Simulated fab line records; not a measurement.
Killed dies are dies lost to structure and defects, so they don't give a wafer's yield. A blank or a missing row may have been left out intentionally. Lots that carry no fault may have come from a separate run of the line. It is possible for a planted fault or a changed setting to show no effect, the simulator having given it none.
fab line records	flow n5Finfet
[record] lots = 8	wafers = 22	lastDay = 18
route steps=1938 shown MOL_CONTACT_COAG@535 BEOL_M4@1111 PASSIVATION@1936
lots that met no fault: taken from a fault-free run of the same line
startH: hours from the record's opening day to when the first of the lot's shown wafers began	waitH: hours since the lot's step before	" unchanged from the row above	L1.1+2: several wafers, shown together as one row	- value missing, or start not given	* or withheld: withheld	< > ~ a bound
route shown NAME@n: a module of which the file shows steps, and the number in the route of the first	usual: average and standard deviation across the fault-free wafers	same: alike in all rows	chamber/n: place in a boat	sites: the reading at each site	_std_site: how widely they spread, as a standard deviation	_edge_site: mean of outer sites minus mean of inner sites	radiusMm: for every site, how far away it sits from the centre of the wafer	mask NAME#n: copy n	behind: the most recent tool/chamber to have shaped the wafer	hold: why the lot went on hold/how many hours it stayed there/how the hold came to an end	device: whichever transistor did not switch (one of n, p or np)	end of line: at the end of the route, the tests of the same wafers	a step given without rows: its recipe and nothing more	killed: count of dies lost to structure and defects at first sort (not the wafer's yield)	map: dies across one wafer; x = killed, . = not, _ = none there
set.NAME: the setting that was run; set.NAME@STEP: the one run at that earlier step	model.NAME: the simulator's own value behind a step, which no gauge read
a sample of lots followed through the steps of the route, with each step as a table and each wafer as a row
services: the hour from which a tool's chamber was out of use, counted from the record's first day as startH (under 0 if before that day), plus the number of hours and why
[[steps]]
[step N5_MOL_CONTACT_COAG_CONTACT_ETCH_14]
[recipe] chemistry = C4F6/O2	target = SiO2	targetDepthA = 275	overetchA = 85	maskMaterial = SOC	pressureMtorr = 30	sourceW = 370	biasW = 185	Ar_flow_sccm = 300	C4F6_flow_sccm = 16	O2_flow_sccm = 10	timeS = 20	ionEnergyEv = 259.6
[usual] drypumpMotorCurrentA = 5.7/0.53	oesProductAu = 0.64/0.048	rfFwdPowerW = 364.3/2	rfVppV = 692/3.2	showerheadPlenumPTorr = 2.85/0.099	throttleValvePct = 21.37/0.3
[same] timeS = 20
lot.wafer	tool	chamber	startH	waitH	drypumpMotorCurrentA	oesProductAu	rfFwdPowerW	rfHoursCounterH	rfVppV	showerheadPlenumPTorr	throttleValvePct
L201.3	rieDiel-02	1	106.67	0.0	6.7	0.73	364.6	50	698	3.06	20.99
L201.4	"	0	"	"	5.7	0.69	364.5	120	693	2.89	21.29
L201.6	"	1	"	"	6.7	0.73	361.6	-	698	3.06	20.99
L204.1	rieDiel-05	0	123.31	0.0	6.5	0.71	367.0	85	693	2.93	21.34
L204.3	"	3	"	"	5.5	0.75	362.3	32	691	2.83	21.20
L204.6	"	2	"	"	6.3	0.62	360.3	-	693	2.89	21.68
L210.1	rieDiel-06	2	160.71	0.0	4.9	0.59	366.8	206	696	2.98	21.80
L210.3	"	1	"	"	5.5	0.61	366.0	184	688	2.75	21.70
L210.5	"	0	"	"	5.8	0.60	365.9	-	687	2.72	21.45
L212.2	rieDiel-06	2	179.28	0.0	4.9	0.59	367.3	213	696	2.98	21.81
L212.5	"	1	"	"	5.5	0.60	365.9	-	690	2.75	21.71
L212.6	"	0	"	"	5.8	0.59	363.5	-	689	2.72	21.47
L215.1	rieDiel-06	0	194.79	0.0	5.8	0.60	365.3	221	688	2.72	21.47
L215.2	"	3	"	"	5.0	0.61	364.2	185	690	2.76	20.88
L217.2	rieDiel-05	3	203.26	0.0	5.5	0.72	361.4	57	691	2.82	21.22
L217.6	"	2	"	"	6.3	0.61	359.0	-	692	2.88	21.72
L218.1	rieDiel-06	3	208.97	0.0	5.0	0.61	365.8	188	688	2.76	20.87
L218.4	"	0	"	"	5.8	0.59	366.7	225	688	2.72	21.47
L218.6	"	1	"	"	5.5	0.60	365.4	-	687	2.74	21.71
L221.1	rieDiel-02	2	229.86	0.0	6.1	0.66	363.1	128	692	2.88	21.26
L221.5	"	2	"	"	6.1	0.65	361.9	-	693	2.88	21.25
L221.6	"	3	"	"	5.7	0.60	363.3	-	691	2.87	21.58
[step N5_MOL_CONTACT_COAG_ETCH_110]
[recipe] chemistry = CF4/O2	target = Si	targetDepthA = 25	timeS = 8	pressureMtorr = 100	sourceW = 200	biasW = 12	ionEnergyEv = 60	Ar_flow_sccm = 100	cf4FlowSccm = 100	O2_flow_sccm = 10
[usual] drypumpMotorCurrentA = 5.7/0.53	oesProductAu = 0.75/0.06	rfFwdPowerW = 198.4/0.75	rfVppV = 129/3.1	showerheadPlenumPTorr = 2.20/0.073	throttleValvePct = 10.85/0.28
[same] timeS = 8
lot.wafer	tool	chamber	startH	waitH	drypumpMotorCurrentA	oesProductAu	rfFwdPowerW	rfHoursCounterH	rfVppV	showerheadPlenumPTorr	throttleValvePct
L201.3	rieDiel-02	1	106.77	0.0	6.7	0.86	197.3	50	126	2.35	10.41
L201.4	"	0	"	"	5.7	0.82	197.9	120	134	2.23	10.75
L201.6	"	1	"	"	6.7	0.86	198.9	-	125	2.35	10.41
L204.1	rieDiel-05	0	123.40	0.0	6.4	0.86	199.0	85	131	2.26	10.68
L204.3	"	3	"	"	5.4	0.87	197.1	32	130	2.18	10.42
L204.6	"	2	"	"	6.2	0.72	197.8	-	127	2.23	11.07
L210.1	rieDiel-06	2	160.80	0.0	4.9	0.66	198.0	206	130	2.29	11.20
L210.3	"	1	"	"	5.4	0.71	199.2	184	132	2.13	11.11
L210.5	"	0	"	"	5.8	0.70	198.5	-	123	2.11	11.08
L212.2	rieDiel-06	2	179.37	0.0	4.9	0.66	199.1	213	132	2.29	11.21
L212.5	"	1	"	"	5.5	0.70	199.0	-	131	2.12	11.13
L212.6	"	0	"	"	5.8	0.69	198.4	-	124	2.10	11.10
L215.1	rieDiel-06	0	194.89	0.0	5.8	0.70	198.9	221	123	2.10	11.11
L215.2	"	3	"	"	5.0	0.71	197.9	185	130	2.13	10.61
L217.2	rieDiel-05	3	203.35	0.0	5.5	0.84	197.8	57	130	2.17	10.50
L217.6	"	2	"	"	6.2	0.70	196.8	-	129	2.22	11.15
L218.1	rieDiel-06	3	209.06	0.0	5.1	0.71	198.1	188	129	2.13	10.61
L218.4	"	0	"	"	5.8	0.69	198.8	225	123	2.10	11.14
L218.6	"	1	"	"	5.5	0.70	198.7	-	133	2.12	11.17
L221.1	rieDiel-02	2	229.95	0.0	6.1	0.75	198.4	128	131	2.23	10.76
L221.5	"	2	"	"	6.1	0.76	198.8	-	128	2.23	10.77
L221.6	"	3	"	"	5.7	0.70	198.2	-	128	2.21	11.04
[step N5_MOL_CONTACT_COAG_CMP_23]
[recipe] stopOn = SiO2	tOverpolishS = 1.5	postCmpClean = cuAlkaline	downForcePsi = 2	platenRpm = 50.289	padVelocityMS = 1.0006	targetThkNm = 0
[usual] motorCurrentA = 7.7/1	overpolishRunS = 1.500/0.009	timeToEndpointS = 10.5/2.6
lot.wafer	tool	chamber	startH	waitH	motorCurrentA	overpolishRunS	timeToEndpointS
L201.4	cmp-02	0	113.82	0.0	8.5	1.501	12.0
L201.3	"	1	"	"	8.1	1.504	13.8
L201.6	"	0	"	"	8.3	1.508	14.2
L204.1	cmp-03	2	128.53	0.1	7.2	1.497	10.9
L204.3	"	3	"	"	8.7	1.521	12.0
L204.6	"	1	"	"	6.5	1.498	15.3
L210.1	cmp-01	1	168.19	0.2	8.3	1.507	8.7
L210.3	"	2	"	"	8.1	1.508	14.0
L210.5	"	0	"	"	9.8	1.507	9.2
L212.2	cmp-02	1	188.43	0.1	7.7	1.495	9.8
L212.6	"	2	"	"	5.8	1.513	10.9
L212.5	"	3	"	"	6.5	1.500	12.5
L215.1	cmp-02	1	201.67	0.1	7.7	1.505	11.8
L215.2	"	2	"	"	6.4	1.510	24.1
L217.2	cmp-02	3	208.55	0.1	6.5	1.506	24.3
L217.6	"	0	"	"	8.2	1.518	24.3
L218.4	cmp-02	3	215.83	0.1	6.4	1.492	12.9
L218.1	"	0	"	"	8.1	1.507	14.2
L218.6	"	3	"	"	6.7	0.974	25.0
L221.1	cmp-03	2	233.35	0.0	6.8	1.486	7.1
L221.6	"	2	"	"	7.1	1.506	7.2
L221.5	"	3	"	"	8.4	1.507	6.6
[step N5_MOL_CONTACT_COAG_CMP_28]
[recipe] stopOn = SiNx	tOverpolishS = 0.85	postCmpClean = alkalineBrush	downForcePsi = 4.15	platenRpm = 51.8	padVelocityMS = 1.0307	targetThkNm = 14.522
[usual] motorCurrentA = 11.8/1.7
lot.wafer	tool	chamber	startH	waitH	motorCurrentA
L201.3	cmp-02	0	116.25	0.8	12.3
L201.4	"	2	"	"	9.7
L201.6	"	0	"	"	13.0
L204.1	cmp-02	0	130.84	0.8	12.4
L204.3	"	3	"	"	10.6
L204.6	"	0	"	"	13.2
L210.1	cmp-01	3	171.19	0.8	12.3
L210.3	"	1	"	"	12.3
L210.5	"	3	"	"	11.6
L212.2	cmp-01	0	190.75	0.8	15.4
L212.5	"	3	"	"	12.4
L212.6	"	0	"	"	14.8
L215.1	cmp-01	1	204.02	0.8	12.6
L215.2	"	3	"	"	11.9
L217.2	cmp-01	2	211.67	0.9	12.4
L217.6	"	0	"	"	15.0
L218.4	cmp-02	2	218.36	0.8	9.5
L218.1	"	1	"	"	12.2
L218.6	"	2	"	"	9.7
L221.1	cmp-01	1	235.77	0.8	12.1
L221.6	"	0	"	"	15.7
L221.5	"	1	"	"	12.4
[step N5_MOL_CONTACT_COAG_THK_MEAS_29]
[recipe] reads = SiNx_of_GATE_CUT_PECVD_57+SiNx_of_GATE_CUT_SAC_CAP_01
[usual] MD_CAP_THK = 17.93/0.095
lot.wafer	tool	chamber	startH	waitH	MD_CAP_THK[nm]
L201.3	filmMetro-01	-	116.51	-	17.92
L201.4	"	-	"	"	18.00
L201.6	"	-	"	"	18.11
L204.1	filmMetro-01	-	131.13	-	17.87
L204.3	"	-	"	"	18.03
L204.6	"	-	"	"	18.00
L210.1	filmMetro-01	-	171.49	-	17.97
L210.3	"	-	"	"	17.96
L210.5	"	-	"	"	17.97
L212.2	filmMetro-02	-	191.01	-	17.95
L212.5	"	-	"	"	17.98
L212.6	"	-	"	"	17.93
L215.1	filmMetro-01	-	204.32	-	17.81
L215.2	"	-	"	"	18.96
L217.2	filmMetro-02	-	211.86	-	18.99
L217.6	"	-	"	"	18.95
L218.1	filmMetro-02	-	218.65	-	17.76
L218.4	"	-	"	"	17.92
L218.6	"	-	"	"	18.98
L221.1	filmMetro-02	-	236.03	-	18.05
L221.5	"	-	"	"	17.97
L221.6	"	-	"	"	17.93
[step N5_MOL_CONTACT_COAG_ETCH_47]
[recipe] chemistry = CH3F/O2	target = SiNx	targetDepthA = 270	maskMaterial = SiO2	stopOn = W	overEtchFrac = 0.2	ionEnergyEv = 120	endpoint = OES-CN	pressureMtorr = 30	sourceW = 395	biasW = 73	Ar_flow_sccm = 150	CH3F_flow_sccm = 30	O2_flow_sccm = 20	ends = endPoint
[usual] drypumpMotorCurrentA = 5.9/0.59	etchRfOnTimeS = 31.5/0.61	oesProductAu = 0.68/0.045	rfFwdPowerW = 386.7/2.1	rfVppV = 300/5.8	showerheadPlenumPTorr = 2.00/0.065	throttleValvePct = 16.40/0.27
lot.wafer	tool	chamber	startH	waitH	drypumpMotorCurrentA	etchRfOnTimeS	oesProductAu	rfFwdPowerW	rfHoursCounterH	rfVppV	showerheadPlenumPTorr	throttleValvePct
L201.3	rieDiel-06	3	118.40	0.0	5.0	31.2	0.67	384.1	160	298	1.92	15.99
L201.4	"	1	"	"	5.5	31.4	0.65	389.3	164	307	1.91	16.71
L201.6	"	3	"	"	5.0	31.9	0.66	383.8	-	299	1.92	15.99
L204.1	rieDiel-02	1	133.26	0.0	6.7	31.0	0.75	386.7	60	292	2.13	16.06
L204.3	"	2	"	"	6.1	32.0	0.71	388.4	92	300	2.01	16.26
L204.6	"	2	"	"	6.1	31.8	0.71	387.7	-	301	2.01	16.26
L210.1	rieDiel-05	1	173.09	0.0	6.7	32.0	0.69	385.0	110	303	2.03	16.09
L210.3	"	3	"	"	5.4	31.8	0.76	385.0	46	303	1.96	16.22
L210.5	"	3	"	"	5.4	32.1	0.75	386.2	-	303	1.96	16.24
L212.2	rieDiel-05	2	193.58	0.0	6.3	32.0	0.63	386.0	202	296	2.00	16.73
L212.5	"	0	"	"	6.4	30.4	0.74	389.2	-	307	2.03	16.38
L212.6	"	1	"	"	6.7	32.2	0.68	386.6	-	302	2.03	16.10
L215.1	rieDiel-05	1	206.02	0.0	6.7	31.8	0.68	385.0	122	304	2.03	16.11
L215.2	"	3	"	"	5.5	32.9	0.75	383.7	58	301	1.96	16.24
L217.2	rieDiel-05	3	213.93	0.0	5.5	33.1	0.75	386.8	60	301	1.96	16.26
L217.6	"	2	"	"	6.3	33.9	0.63	382.9	-	297	2.00	16.74
L218.1	rieDiel-02	1	220.40	0.0	6.7	30.6	0.72	383.3	93	292	2.11	16.13
L218.4	"	0	"	"	5.7	30.4	0.69	386.6	161	308	2.00	16.45
L218.6	"	1	"	"	6.7	32.9	0.72	386.0	-	292	2.11	16.14
L221.1	rieDiel-02	0	237.73	0.0	5.7	31.4	0.69	387.5	168	308	2.00	16.46
L221.5	"	3	"	"	5.7	31.5	0.63	384.9	-	296	1.99	16.63
L221.6	"	0	"	"	5.7	31.2	0.68	386.7	-	309	2.00	16.48
[step N5_BEOL_M4_RC_MEAS_101]
[usual] DIBL_N = 36.3/2	DIBL_P = 36.3/2.4	IOFF_N = 0.16/0.034	IOFF_P = 0.21/0.035	ION_N = 672/12	ION_P = 459/6.5	SS_N = 71.6/0.67	SS_P = 73.3/0.71	VT_N = 250/3.5	VT_P = -251/3
lot.wafer	tool	chamber	startH	waitH	DIBL_N[mV/V]	DIBL_P[mV/V]	IOFF_N[nA/um]	IOFF_P[nA/um]	ION_N[uA/um]	ION_P[uA/um]	SS_N[mV/dec]	SS_P[mV/dec]	VT_N[mV]	VT_P[mV]
L201.3	prober-02	0	184.97	0.3	35.0	34.4	0.14	0.18	666	453	71.1	73.2	249	-254
L201.4	"	0	"	"	33.2	31.5	0.10	0.13	647	440	70.8	72.8	256	-256
L201.6	"	0	"	"	33.3	32.3	0.11	0.15	650	452	70.9	72.7	256	-253
L204.1	prober-01	0	200.49	0.0	34.8	35.7	0.14	0.19	674	460	71.6	72.7	251	-250
L204.3	"	0	"	"	36.4	37.8	0.16	0.22	675	467	71.6	73.9	249	-249
L204.6	"	0	"	"	36.4	36.9	0.17	0.21	680	458	70.6	73.1	247	-251
L210.1	prober-02	0	260.12	0.0	37.1	36.1	0.15	0.19	667	455	71.9	72.6	250	-252
L210.3	"	0	"	"	38.7	37.1	0.16	0.20	661	450	72.4	73.5	250	-251
L210.5	"	0	"	"	39.6	38.6	0.18	0.23	677	460	71.6	73.8	249	-248
L212.2	prober-01	0	288.35	0.2	40.2	39.4	0.22	0.27	683	469	72.0	74.3	245	-246
L212.5	"	0	"	"	37.9	37.2	0.17	0.22	667	463	71.9	74.1	249	-249
L212.6	"	0	"	"	37.9	36.3	0.16	0.21	667	457	71.3	74.1	251	-251
L215.1	prober-02	0	293.28	0.0	39.6	39.7	0.21	0.25	684	467	72.5	73.8	244	-249
L215.2	"	0	"	"	39.0	39.1	0.19	0.24	676	463	72.7	73.7	249	-249
L218.1	prober-02	0	296.20	0.0	36.1	35.6	0.18	0.19	695	465	71.7	73.0	246	-253
L218.4	"	0	"	"	35.3	35.6	0.17	0.19	681	459	71.2	72.9	247	-252
L218.6	"	0	"	"	33.6	32.8	0.13	0.15	672	451	71.2	72.8	252	-256
L217.2	prober-02	0	308.36	0.2	36.9	37.5	0.17	0.21	678	459	71.0	73.6	248	-251
L217.6	"	0	"	"	39.1	39.4	0.21	0.23	682	458	72.3	73.4	246	-251
L221.1	prober-01	0	326.38	0.0	36.8	37.1	0.19	0.22	680	459	71.8	73.0	248	-249
L221.5	"	0	"	"	37.2	37.9	0.20	0.24	679	459	72.0	73.4	246	-248
L221.6	"	0	"	"	36.1	36.1	0.18	0.21	684	462	72.0	72.6	245	-251
[step N5_PASSIVATION_PROBE_49]
[usual] defectLimitedYield = 91.4/1.5	killed_at_M0_to_M3 = 33/11	killed_at_M4_up = 14/5.3	killedAtContacts = 13/6.2	killedAtFrontEnd = 39/13	killedAtOther = 3.1/2.8	killedDies = 102/17	killedOpen = 68/13	killedShort = 32/7.8	sort_bin_5_function = 5.1/0.95	sort_bin_6_memory = 3.2/0.7	sort_bin_8_speed = 0.02/0.16	sortNPass = 1078/18	sortYieldPct = 91.3/1.5
[same] grossDies = 1180	killedAtBackSide = 0	sort_bin_4_leakage[%] = 0
lot.wafer	tool	chamber	startH	waitH	defectLimitedYield[%]	killed_at_M0_to_M3	killed_at_M4_up	killedAtContacts	killedAtFrontEnd	killedAtOther	killedDies	killedOpen	killedShort	sort_bin_5_function[%]	sort_bin_6_memory[%]	sort_bin_8_speed[%]	sortNPass	sortYieldPct[%]
L210.1	prober-01	-	371.70	0.0	93.4	19	19	6	28	6	78	51	24	4.1	2.5	0	1102	93.4
// killed by level:class
L210.1 BEOL_M4:geometricParticle:open=14 FIN_SAQP:geometricParticle:open=9 FIN_SAQP:geometricParticle:short=5 BEOL_M1:geometricParticle:short=5 MOL_CONTACT_COAG:geometricParticle:open=4 BEOL_M1:geometricParticle:open=4 BEOL_M0:geometricParticle:open=3 BEOL_M3:geometricParticle:open=3
[[services]]
tool	chamber	startH	hours	kind
cmp-03	-	91.87	5.3	pm
rieDiel-02	1	96.54	4.5	repair
rieDiel-05	3	102.56	2.6	repair
rieDiel-06	2	122.85	3.9	repair
rieDiel-06	0	138.95	18.3	repair
rieDiel-05	-	146.10	14.6	pm
cmp-01	-	146.36	4.0	pm
cmp-03	-	147.29	3.1	repair
cmp-01	-	150.36	-	consumableReplace:conditioner
cmp-02	-	156.03	16.5	pm
rieDiel-05	0	161.45	14.5	repair
cmp-01	-	173.90	7.2	repair
rieDiel-05	2	176.47	4.3	repair
cmp-03	-	184.75	1.7	repair
cmp-01	-	187.32	1.9	repair
cmp-03	-	191.84	4.0	pm
cmp-02	-	203.16	2.4	repair
cmp-03	-	205.24	4.4	pm
rieDiel-02	-	212.23	1.0	repair
cmp-01	-	213.33	1.3	repair
cmp-02	-	226.00	6.5	pm
rieDiel-06	-	227.77	0.4	repair
rieDiel-05	3	229.94	6.9	repair
rieDiel-05	2	235.44	7.4	repair
[[key]]
[firstSign] step = N5_MOL_CONTACT_COAG_CMP_23	reading = overpolishRunS	direction = down	sigmas = 14	usual = 1.500	struck = 1.377	wafersMoved = 1
[effect] step = N5_MOL_CONTACT_COAG_CMP_23	reading = timeToEndpointS	direction = up	sigmas = 5.4	usual = *	struck = *
[effect] step = N5_MOL_CONTACT_COAG_THK_MEAS_29	reading = MD_CAP_THK	direction = up	sigmas = 11	usual = 17.93	struck = 18.97
[effect] step = N5_MOL_CONTACT_COAG_ETCH_47	reading = etchRfOnTimeS	direction = up	sigmas = 2.7	usual = *	struck = *
metAt N5_MOL_CONTACT_COAG_CMP_23
struckLots L215,L217,L218
struckWafers L215.2,L217.2,L217.6,L218.6
notActingAt N5_MOL_CONTACT_COAG_CONTACT_ETCH_14,N5_MOL_CONTACT_COAG_ETCH_110,N5_MOL_CONTACT_COAG_CMP_28
onsetBetween 188.43 201.67
[fault] kind = processParameterDrift	tool = cmp-02	chamber = -	onsetH = 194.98	steps = N5_MOL_CONTACT_COAG_CMP_23	channel = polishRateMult	offset = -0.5	shape = step	endH = 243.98	scope = struckWafersOnly
